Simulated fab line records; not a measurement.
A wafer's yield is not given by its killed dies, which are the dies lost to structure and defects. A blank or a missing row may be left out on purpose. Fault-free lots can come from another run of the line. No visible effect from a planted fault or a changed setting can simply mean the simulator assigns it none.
A struck lot beside a sound one + flow n5-finfet + 38 out of 1938 route steps
Sound: these wafers, L246.2, L246.3, L246.4. Struck: wafer L258.2 (left out: L258.1, a lot-mate that was not struck); the cause follows at the end.
For every step that has rows: the tool of each side, followed by ch and its chambers, followed by its first start. Under that, the readings that differ: sound wafers + struck wafers + difference of the means + sigmas: that difference in standard deviations of wafers without a fault.
alike: readings with means less than 2 such deviations apart, plus words and numbers identical on both sides. not compared: withheld readings, readings lacking a value on some wafer, bounds such as >300 that could conceal the same value, and numbers that have no deviation in the record and whose values overlap.
The two part at a step that has a row with sigmas, a row that says differs or no value, or rows on one side only. When numbers do not overlap yet have no deviation, they are printed without sigmas and do not part them. A reading that every wafer of one side lacks parts them only if that side has two wafers or more.

first, 9 steps without rows for these wafers: N5_BEOL_M4_ANNEAL_95 (time 240 s); N5_BEOL_M4_SPUTTER_96 (material Cu, target thk 4.5 nm, time 8.29 s); N5_BEOL_M4_ECD_50 (material Cu, target thk 300 nm); N5_BEOL_M4_ANNEAL_51 (time 90 s); N5_BEOL_M4_CMP_52 (polishes, stops on SiOC, t overpolish 6.8 s, target thk 40 nm); N5_BEOL_M4_PRE_CLEAN_60 (time 15 s); N5_BEOL_M4_CO_CAP_55 (material Co, precursor CCTBA/H2, target thk 2 nm, time 102.1 s); N5_BEOL_M4_PRE_CLEAN_56 (time 15 s); N5_BEOL_M4_DEP_57 (deposits SiCN from 3MS/NH3, target thk 8 nm, time 14 s).
N5_BEOL_M4_RC_MEAS_101:
  sound on prober-02 ch 0, day 9 11:10; struck on prober-01 ch 0, day 12 11:44
| reading        | sound          | struck | difference | sigmas |
|----------------|----------------|--------|------------|--------|
| DIBL_N (mV/V)  | 35.0 34.3 38.3 | 30.3   | -5.6       | -3     |
| DIBL_P (mV/V)  | 35.6 34.7 39.3 | 27.5   | -9.0       | -4     |
| IOFF_N (nA/um) | 0.13 0.13 0.21 | 0.08   | -0.08      | -2     |
| IOFF_P (nA/um) | 0.20 0.19 0.27 | 0.12   | -0.10      | -3     |
| SS_P (mV/dec)  | 72.7 72.9 74.4 | 71.4   | -1.9       | -3     |
  alike: ION_N, ION_P, SS_N, VT_N, VT_P
then, 24 steps without rows for these wafers: N5_BEOL_M5_ILD_DEP_00 (deposits SiCOH lowk from DEMS/porogen, target thk 140.64 nm, time 25.9 s); N5_BEOL_M5_CURE_79 (cures SiCOH lowk, time 240 s); N5_BEOL_M5_PECVD_70 (deposits SiO2 from TEOS/O2, target thk 16 nm, time 18 s); N5_BEOL_M5_HM_DEP_02 (deposits TiN, target thk 20 nm); N5_BEOL_M5_COAT_59 (time 60 s, resist thk 60 nm); N5_BEOL_M5_COAT_60 (time 60 s, resist thk 12 nm); N5_BEOL_M5_COAT_71 (time 60 s, resist thk 5 nm); N5_BEOL_M5_COAT_05 (resist thk 30 nm); N5_BEOL_M5_EBR_07; N5_BEOL_M5_SOFTBAKE_06 (time 60 s); N5_BEOL_M5_EXPOSE_08 (exposes mask M5, target cd 28 nm); N5_BEOL_M5_PEB_09 (peb time 60 s); N5_BEOL_M5_DEVELOP_10 (develop time 30 s); N5_BEOL_M5_DESCUM_16 (chemistry O2, time 7 s); N5_BEOL_M5_ETCH_72 (etches underlayer in N2/H2, target depth 6.5 nm, time 5.2 s); N5_BEOL_M5_ETCH_61 (etches SiARC in CF4, target depth 15.6 nm, time 26 s); N5_BEOL_M5_ETCH_62 (etches SOC in N2/H2, target depth 75 nm, overetch 15 nm, time 112.5 s); N5_BEOL_M5_STRIP_63 (strips in N2/H2); N5_BEOL_M5_STRIP_73 (strips in N2/H2); N5_BEOL_M5_STRIP_64 (strips in CF4); N5_BEOL_M5_HM_OPEN_17 (chemistry Cl2/BCl3, target TiN, target depth 20 nm, overetch 6 nm); N5_BEOL_M5_STRIP_19 (strips in O2); N5_BEOL_M5_COAT_65 (time 60 s, resist thk 60 nm); N5_BEOL_M5_COAT_66 (time 60 s, resist thk 12 nm).
N5_BEOL_M6_ETCH_62: etches SOC in N2/H2, target depth 110 nm, overetch 22 nm, time 165 s.
  sound on rie-diel-04 ch 0,1,3, day 10 00:58; struck on rie-diel-05 ch 3, day 13 02:52
| reading                                    | sound          | struck | difference | sigmas |
|--------------------------------------------|----------------|--------|------------|--------|
| rf-hours-counter-h (h)                     | 146 59 171     | 208    | +83        |        |
| model.SiARC_of_BEOL_M6_COAT_60.thk-nm (nm) | 28.4 28.6 28.2 | 29.6   | +1.2       |        |
| model.BEOL_M6.cd-offset-nm (nm)            | -1 -0.6 -0.6   | -2     | -1         |        |
  alike: drypump-motor-current-A, oes-product-au, rf-vpp-V, showerhead-plenum-p-Torr, throttle-valve-pct
N5_BEOL_M6_HM_OPEN_17: chemistry Cl2/BCl3, target TiN, target depth 20 nm, overetch 6 nm.
  sound on rie-metal-01 ch 0,1, day 10 01:10; struck on rie-metal-02 ch 1, day 13 03:04
| reading                         | sound        | struck | difference | sigmas |
|---------------------------------|--------------|--------|------------|--------|
| model.BEOL_M6.cd-offset-nm (nm) | -1 -0.4 -0.6 | -2     | -1         |        |
  alike: drypump-motor-current-A, oes-product-au, throttle-valve-pct
  not compared: rf-hours-counter-h
-- the record jumps here: 3 days lie between the struck wafers' starts before and after (it left off in module BEOL_M6 and takes up again in module BEOL_M15, whose first step shown is number 1830 of the route) --
N5_BEOL_M15_RC_MEAS_101:
  sound on prober-01 ch 0, day 13 20:08; struck on prober-02 ch 0, day 16 01:13
| reading        | sound                   | struck   | difference | sigmas |
|----------------|-------------------------|----------|------------|--------|
| COMB_M12 (S/m) | 4.1e-12 3.7e-12 8.2e-12 | 1.08e-11 | +5.47e-12  | +4     |
| COMB_M15 (S/m) | 9e-13 1.5e-12 1.3e-12   | 3.2e-12  | +2.0e-12   | +2     |
| COMB_M6 (S/m)  | 3.3e-11 3.1e-11 3e-11   | 1.8e-11  | -1.3e-11   | -3     |
  alike: COMB_M10, COMB_M11, COMB_M13, COMB_M14, COMB_M5, COMB_M7, COMB_M8, COMB_M9, SERP_M10, SERP_M11, SERP_M12, SERP_M13, SERP_M14, SERP_M5, SERP_M6, SERP_M7, SERP_M8, SERP_M9
  not compared: SERP_M6_max_site
N5_PASSIVATION_PROBE_49:
  sound on prober-02 at day 14 11:50; struck on prober-01 at day 16 16:23
| reading                  | sound          | struck | difference | sigmas |
|--------------------------|----------------|--------|------------|--------|
| defect-limited-yield (%) | 92.4 91.4 91.8 | 87.5   | -4.4       | -4     |
| killed_at_M4_up          | 5 11 13        | 41     | +31        | +6     |
| killed-at-other          | 9 6 8          | 0      | -8         | -2     |
| killed-dies              | 90 101 97      | 148    | +52        | +3     |
| sort_bin_5_function (%)  | 4.7 4.5 4.4    | 8.9    | +4.4       | +6     |
| sort-n-pass              | 1090 1079 1083 | 1031   | -53        | -4     |
| sort-yield-pct (%)       | 92.4 91.4 91.8 | 87.4   | -4.5       | -4     |
  alike: killed_at_M0_to_M3, killed-at-contacts, killed-at-front-end, killed-open, killed-short, sort_bin_6_memory, sort_bin_8_speed

== WHERE THEY PART ==
First at N5_BEOL_M4_RC_MEAS_101; last, within this record, at N5_PASSIVATION_PROBE_49.

WHY: whatever the simulator had introduced
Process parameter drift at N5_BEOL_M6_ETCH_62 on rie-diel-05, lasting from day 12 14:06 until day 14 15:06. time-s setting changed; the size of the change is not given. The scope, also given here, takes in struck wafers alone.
